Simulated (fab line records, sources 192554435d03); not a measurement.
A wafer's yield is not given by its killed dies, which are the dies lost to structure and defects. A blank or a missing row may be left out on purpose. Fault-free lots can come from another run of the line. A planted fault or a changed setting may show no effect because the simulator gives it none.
Chamber matching -- flow n5 finfet -- N5_HKMG_FIN_ETCH_35 on rie diel-01 has 4 sister chambers
The step etches SOC in N2/H2, target depth 215.8 nm, time 243.4 s. 20 wafers are shown with their chamber, then 10 later ones without.

== WAFERS PAIRED WITH THEIR CHAMBERS ==
wafer,chamber,showerhead plenum p Torr (Torr),drypump motor current A (A),throttle valve pct (%)
L075.1,0,2.42,6.0,18.2
L075.4,3,2.57,5.7,18.1
L075.6,2,2.60,5.2,17.5
L077.4,2,2.60,5.2,17.5
L077.5,1,2.73,5.7,18.1
L077.6,2,2.60,5.2,17.5
L078.2,0,2.42,6.1,18.2
L078.4,2,2.59,5.2,17.5
L078.5,3,2.57,5.7,18.1
L083.1,2,2.59,5.2,17.5
L083.3,3,2.56,5.7,18.2
L083.4,0,2.41,6.0,18.2
L084.1,3,2.56,5.7,18.2
L084.4,0,2.41,6.1,18.2
L084.6,3,2.56,5.7,18.2
L086.3,2,2.59,5.2,17.5
L086.4,3,2.56,5.7,18.2
L086.6,3,2.56,5.7,18.2
L087.2,2,2.58,5.2,17.6
L087.3,0,2.41,6.1,18.2

SIGNATURES, as means of the wafers listed above
reading,chamber 0,chamber 1,chamber 2,chamber 3,scatter within a chamber
showerhead plenum p Torr,2.4140,2.7300,2.5929,2.5629,0.00615
drypump motor current A,6.060,5.700,5.200,5.700,0.0274
throttle valve pct,18.200,18.100,17.514,18.171,0.0378
Rule: for a wafer and a chamber, the distance is found by dividing, reading by reading, the gap between the wafer's reading and the chamber's mean by the reading's scatter, squaring, summing and taking the root. The wafer belongs to the nearest chamber; if the next one is less than 2 further off, it can't be placed. The scatter: the root of (the sum of the squares of (reading less its chamber's mean) over the shown wafers, divided by (wafers less chambers)).

== WAFERS MISSING THEIR CHAMBER ==
wafer,showerhead plenum p Torr (Torr),drypump motor current A (A),throttle valve pct (%)
L087.4,2.56,5.7,18.2
L089.2,2.72,5.7,18.1
L089.4,2.41,6.0,18.2
L089.5,2.72,5.7,18.1
L091.1,2.40,6.0,18.2
L091.5,2.55,5.8,18.2
L091.6,2.40,6.0,18.2
L093.2,2.55,5.7,18.2
L093.4,2.58,5.2,17.6
L093.6,2.40,6.0,18.3

== THE CHAMBER EACH PASSED THROUGH ==
wafer,from the rows above,in truth
L087.4,3,3
L089.2,1,1
L089.4,0,0
L089.5,1,1
L091.1,0,0
L091.5,3,3
L091.6,0,0
L093.2,3,3
L093.4,2,2
L093.6,0,0
10 of 10 placed correctly. Can't be placed from these rows: 0. Number placed wrongly: 0.
